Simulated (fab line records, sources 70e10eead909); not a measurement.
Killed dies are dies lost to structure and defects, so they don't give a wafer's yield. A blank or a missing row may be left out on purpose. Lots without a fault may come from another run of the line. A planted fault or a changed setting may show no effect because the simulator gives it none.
fab line records | flow nand_harc
record lots=5 wafers=15 last_day=26
route steps=1159 shown A_SOURCE_PLATE@414 A_ONON_D1@424 END@1159
lots that met no fault: from a run of the same line without faults
start_h: hours from the record's first day to the start of the lot's first wafer shown | wait_h: hours since the lot's step before | " the same as in the row above | L1.1+2: a row that stands for several wafers | - no value, or no start given | * or withheld: withheld | < > ~ a bound
route shown NAME@n: a module of which the file shows steps, and the number in the route of the first | usual: mean/standard deviation of fault-free wafers | same: alike in all rows | chamber/n: place in a boat | sites: the reading at each site | _std_site: their standard deviation | _edge_site: outer sites' mean less inner sites' | radius_mm: how far each site lies from the wafer's centre | mask NAME#n: copy n | behind: the tool/chamber that last shaped the wafer | hold: why the lot was held/for how many hours/how that ended | device: the transistor (n, p or np) that didn't switch | end of line: the same wafers' tests at the end of the route | a step without rows: its recipe alone | killed: dies lost to structure and defects at the first sort, not the wafer's yield | map: a wafer's dies, x killed, . not, _ none there
set.NAME: the setting as run; set.NAME@STEP: as run at that earlier step | model.NAME: the simulator's own value behind a step, which no gauge read
lots at some steps of the route; a table a step, a row a wafer
services: from which hour (start_h, from the record's first day; less than 0 if before it) a tool's chamber was out of use, for how many hours, and why
## steps
# step NHARC_A_SOURCE_PLATE_SRD_01
# step NHARC_A_SOURCE_PLATE_OXIDE_02
# recipe target_thk_a=100 temp_c=900 ox_time_s=1362 material=SiO2
# step NHARC_A_SOURCE_PLATE_THK_MEAS_09
# recipe thk_meas_gauge=ellipsometry
# usual thk_nm=9.7/1
# columns lot.wafer tool chamber start_h wait_h thk_nm
L643.2 film_metro-02 - 154.57 0.4 9.3
L643.5 " - " " 10.2
L643.6 " - " " 9.7
L644.2 film_metro-01 - 154.59 0.4 8.0
L644.3 " - " " 11.3
L644.5 " - " " 9.3
L659.1 film_metro-01 - 251.41 0.4 10.4
L659.3 " - " " 9.5
L659.4 " - " " 9.9
L658.2 film_metro-02 - 251.41 0.4 9.2
L658.5 " - " " 11.1
L658.6 " - " " 9.1
L661.2 film_metro-02 - 258.61 0.4 8.7
L661.3 " - " " 10.7
L661.4 " - " " 10.3
# step NHARC_A_SOURCE_PLATE_PVD_04
# recipe target_thk_a=500 material=WSi2
# step NHARC_A_SOURCE_PLATE_CVD_03
# recipe target_thk_a=2000 temp_c=620 pressure_mtorr=200 time_s=4000 material=poly-Si
# step NHARC_A_SOURCE_PLATE_ANNEAL_05
# recipe temp_c=850 time_s=1800
# step NHARC_A_SOURCE_PLATE_THK_MEAS_06
# recipe thk_meas_gauge=ellipsometry
# usual thk_nm=199.5/1.8
# columns lot.wafer tool chamber start_h wait_h thk_nm
L643.2 film_metro-01 - 167.78 0.4 198.9
L643.5 " - " " 199.0
L643.6 " - " " 199.0
L644.2 film_metro-01 - 167.81 0.4 199.5
L644.3 " - " " 197.2
L644.5 " - " " 198.1
L658.2 film_metro-02 - 265.10 0.4 198.6
L658.5 " - " " 199.8
L658.6 " - " " 197.4
L659.1 film_metro-01 - 265.12 0.4 198.8
L659.3 " - " " 201.1
L659.4 " - " " 198.7
L661.2 film_metro-02 - 272.31 0.4 199.8
L661.3 " - " " 198.0
L661.4 " - " " 202.2
# step NHARC_A_SOURCE_PLATE_INSPECT_08
# usual raw_defect_count=55/21
# columns lot.wafer tool chamber start_h wait_h raw_defect_count
L643.2 defect_inspect-02 - 167.85 0.0 68
L643.5 " - " " 95
L643.6 " - " " 105
L644.2 defect_inspect-02 - 167.87 0.0 78
L644.3 " - " " 31
L644.5 " - " " 67
L658.2 defect_inspect-02 - 265.16 0.0 56
L658.5 " - " " 98
L658.6 " - " " 84
L659.1 defect_inspect-01 - 265.21 0.0 36
L659.3 " - " " 45
L659.4 " - " " 36
L661.2 defect_inspect-02 - 272.40 0.0 34
L661.3 " - " " 52
L661.4 " - " " 45
# step NHARC_A_ONON_D1_DEP_00
# recipe target_thk_a=10000 n2_flow_sccm=2750 n2o_flow_sccm=2000 nh3_flow_sccm=500 sih4_flow_sccm=210 temp_c=400
# step NHARC_A_ONON_D1_THK_MEAS_02
# recipe thk_meas_gauge=ellipsometry
# usual thk_nm=998/10
# columns lot.wafer tool chamber start_h wait_h thk_nm
L643.2 film_metro-01 - 168.42 - 1004
L643.5 " - " " 1001
L643.6 " - " " 1004
L644.2 film_metro-02 - 168.46 - 982
L644.3 " - " " 985
L644.5 " - " " 983
L658.2 film_metro-01 - 265.74 - 1006
L658.5 " - " " 1007
L658.6 " - " " 1008
L659.1 film_metro-02 - 265.78 - 1006
L659.3 " - " " 1005
L659.4 " - " " 1006
L661.2 film_metro-02 - 272.98 - 989
L661.3 " - " " 990
L661.4 " - " " 990
# step NHARC_A_ONON_D1_DEP_03
# recipe target_thk_a=10000 n2_flow_sccm=2750 n2o_flow_sccm=2000 nh3_flow_sccm=500 sih4_flow_sccm=210 temp_c=400
# columns lot.wafer tool chamber start_h wait_h
L643.2+5+6 pecvd_onon-03 0 168.54 0.1
L644.2+3+5 pecvd_onon-02 0 168.57 0.1
L659.1+3+4 pecvd_onon-04 0 265.84 0.1
L658.2+5+6 pecvd_onon-03 0 265.86 0.1
L661.2+3+4 pecvd_onon-02 0 273.09 0.1
# step NHARC_A_ONON_D1_THK_MEAS_05
# recipe thk_meas_gauge=ellipsometry
# usual thk_nm=999/10
# columns lot.wafer tool chamber start_h wait_h thk_nm
L643.2 film_metro-01 - 168.99 - 1016
L643.5 " - " " 1016
L643.6 " - " " 1017
L644.2 film_metro-01 - 169.05 - 984
L644.3 " - " " 985
L644.5 " - " " 985
L658.2 film_metro-02 - 266.31 - 1014
L658.5 " - " " 1014
L658.6 " - " " 668
L659.1 film_metro-01 - 266.35 - 992
L659.3 " - " " 992
L659.4 " - " " 993
L661.2 film_metro-02 - 273.55 - 1000
L661.3 " - " " 1000
L661.4 " - " " 1000
# step NHARC_A_ONON_D1_DEP_06
# recipe target_thk_a=10000 n2_flow_sccm=2750 n2o_flow_sccm=2000 nh3_flow_sccm=500 sih4_flow_sccm=210 temp_c=400
# step NHARC_END_SORT_01
# recipe temp_c=25
# usual killed_at_array=28/11 killed_at_other=0.9/1.2 killed_at_periphery=2.6/2.1 killed_dies=31/11 killed_open=3.1/1.7 killed_short=1.9/1.3
# same gross_dies=677
# columns lot.wafer tool chamber start_h wait_h killed_at_array killed_at_other killed_at_periphery killed_dies killed_open killed_short
L643.2 prober-02 0 485.04 2.8 23 2 1 26 3 3
L643.5 prober-02 0 487.44 3.7 9 1 2 12 1 2
L643.6 prober-02 0 488.24 4.0 16 1 0 17 1 2
L658.2 prober-02 0 606.89 2.7 42 0 1 43 7 1
L658.5 prober-02 0 609.29 3.7 35 0 5 40 1 1
L658.6 prober-02 0 610.09 4.0 676 0 1 677 3 3
# killed by level:class
L643.2 A_SLIT:chamber_film_flake=5 A_CHANNEL_HOLE_D1:chamber_film_flake=3 A_STAIRCASE:chamber_film_flake=3 A_BLC:chamber_film_flake=3 A_WL_FILL:chamber_film_flake=2 A_CONTACT:chamber_film_flake=2 A_ONON_D1:geometric_particle:open=1 A_ONON_D1:geometric_particle:short=1
L643.5 A_CHANNEL_HOLE_D1:chamber_film_flake=2 A_CONTACT:chamber_film_flake=2 A_ONON_D1:geometric_particle:short=1 A_WL_FILL:geometric_particle:short=1 A_M0:geometric_particle:open=1 A_WL_FILL:chamber_film_flake=1 P_GATE:chamber_film_flake=1 P_BONDPAD:chamber_film_flake=1
L643.6 A_SLIT:chamber_film_flake=4 A_STAIRCASE:chamber_film_flake=3 A_CONTACT:chamber_film_flake=3 A_WL_FILL:chamber_film_flake=2 A_ONON_D1:geometric_particle:short=1 A_CHANNEL_HOLE_D1:geometric_particle:short=1 A_CONTACT:geometric_particle:open=1 A_CHANNEL_HOLE_D1:chamber_film_flake=1
L658.2 A_CHANNEL_HOLE_D1:chamber_film_flake=18 A_SLIT:chamber_film_flake=8 A_CONTACT:chamber_film_flake=4 A_ONON_D1:geometric_particle:open=3 A_STAIRCASE:chamber_film_flake=3 A_CHANNEL_HOLE_D1:geometric_particle:open=1 A_CHANNEL_FILL_D1:geometric_particle:short=1 A_CHANNEL_FILL_D1:geometric_particle:open=1
L658.5 A_CHANNEL_HOLE_D1:chamber_film_flake=17 A_SLIT:chamber_film_flake=9 A_CONTACT:chamber_film_flake=7 P_M2:chamber_film_flake=2 P_CONTACT:geometric_particle:short=1 A_CHANNEL_FILL_D1:geometric_particle:open=1 P_ZERO_WELL:chamber_film_flake=1 P_STI:chamber_film_flake=1
L658.6 A_ONON_D1:area_dep=637 A_CHANNEL_HOLE_D1:chamber_film_flake=18 A_SLIT:chamber_film_flake=12 A_CHANNEL_FILL_D1:geometric_particle:short=3 A_CONTACT:chamber_film_flake=2 A_ONON_D1:geometric_particle:open=1 A_CONTACT:geometric_particle:open=1 A_M0:geometric_particle:open=1
# map L658.6 (x killed, . not)
____________x____________
_________xxxxxxx_________
_______xxxxxxxxxxx_______
______xxxxxxxxxxxxx______
_____xxxxxxxxxxxxxxx_____
____xxxxxxxxxxxxxxxxx____
____xxxxxxxxxxxxxxxxx____
___xxxxxxxxxxxxxxxxxxx___
___xxxxxxxxxxxxxxxxxxx___
__xxxxxxxxxxxxxxxxxxxxx__
__xxxxxxxxxxxxxxxxxxxxx__
_xxxxxxxxxxxxxxxxxxxxxxx_
_xxxxxxxxxxxxxxxxxxxxxxx_
_xxxxxxxxxxxxxxxxxxxxxxx_
_xxxxxxxxxxxxxxxxxxxxxxx_
_xxxxxxxxxxxxxxxxxxxxxxx_
xxxxxxxxxxxxxxxxxxxxxxxxx
xxxxxxxxxxxxxxxxxxxxxxxxx
xxxxxxxxxxxxxxxxxxxxxxxxx
xxxxxxxxxxxxxxxxxxxxxxxxx
xxxxxxxxxxxxxxxxxxxxxxxxx
_xxxxxxxxxxxxxxxxxxxxxxx_
_xxxxxxxxxxxxxxxxxxxxxxx_
_xxxxxxxxxxxxxxxxxxxxxxx_
_xxxxxxxxxxxxxxxxxxxxxxx_
_xxxxxxxxxxxxxxxxxxxxxxx_
__xxxxxxxxxxxxxxxxxxxxx__
__xxxxxxxxxxxxxxxxxxxxx__
___xxxxxxxxxxxxxxxxxxx___
___xxxxxxxxxxxxxxxxxxx___
____xxxxxxxxxxxxxxxxx____
____xxxxxxxxxxxxxxxxx____
_____xxxxxxxxxxxxxxx_____
______xxxxxxxxxxxxx______
_______xxxxxxxxxxx_______
_________xxxxxxx_________
____________x____________
# map L643.2 (x killed, . not)
____________.____________
_________......._________
_______..........._______
______.............______
_____..x............_____
____...x.............____
____..x....x.........____
___......x............___
___....x..............___
__.....x.x.............__
__....x....x...........__
_...........x..........._
_...............x......._
_......................._
_......................._
_......................._
.........x..........x....
..x....................x.
........................x
.........................
........................x
_x................x....._
_.....................x._
_......................._
_......................._
_......................._
__.x...x...............__
__.....................__
___...................___
___x..................___
____...x.............____
____.................____
_____.............x._____
______.............______
_______..........._______
_________......._________
____________.____________
## services
# columns tool chamber start_h hours kind
pecvd_onon-03 - 153.00 13.0 pm
pecvd_onon-04 - 237.00 13.0 pm
## key
first_sign step=NHARC_A_ONON_D1_THK_MEAS_05 reading=thk_nm direction=down sigmas=33 usual=999 struck=668
effect step=NHARC_END_SORT_01 reading=killed_at_array direction=up sigmas=60 usual=28 struck=676
more_kills_born_at NHARC_A_ONON_D1_DEP_03@pecvd_onon-03=637
met_at NHARC_A_ONON_D1_DEP_03
struck_wafers L658.6
later_rows_left_out L658.6
tester_left_out L658
onset_between 168.54 265.86
fault kind=process_parameter_drift tool=pecvd_onon-03 chamber=- onset_h=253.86 steps=NHARC_A_ONON_D1_DEP_03 channel=target_thk_a offset=* shape=step end_h=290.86 scope=struck_wafers_only acts_in=* stated=*
# tester_left_out: of these lots the tester's yield and bins aren't shown, on N5 and GAA mostly nor the transistor test; their killed dies are dies lost to structure and defects alone, not to doping, threshold or leakage, so they don't give the yield
# later_rows_left_out: the simulator's readings of these wafers behind a module that went badly wrong aren't trusted and aren't shown, but for the sort
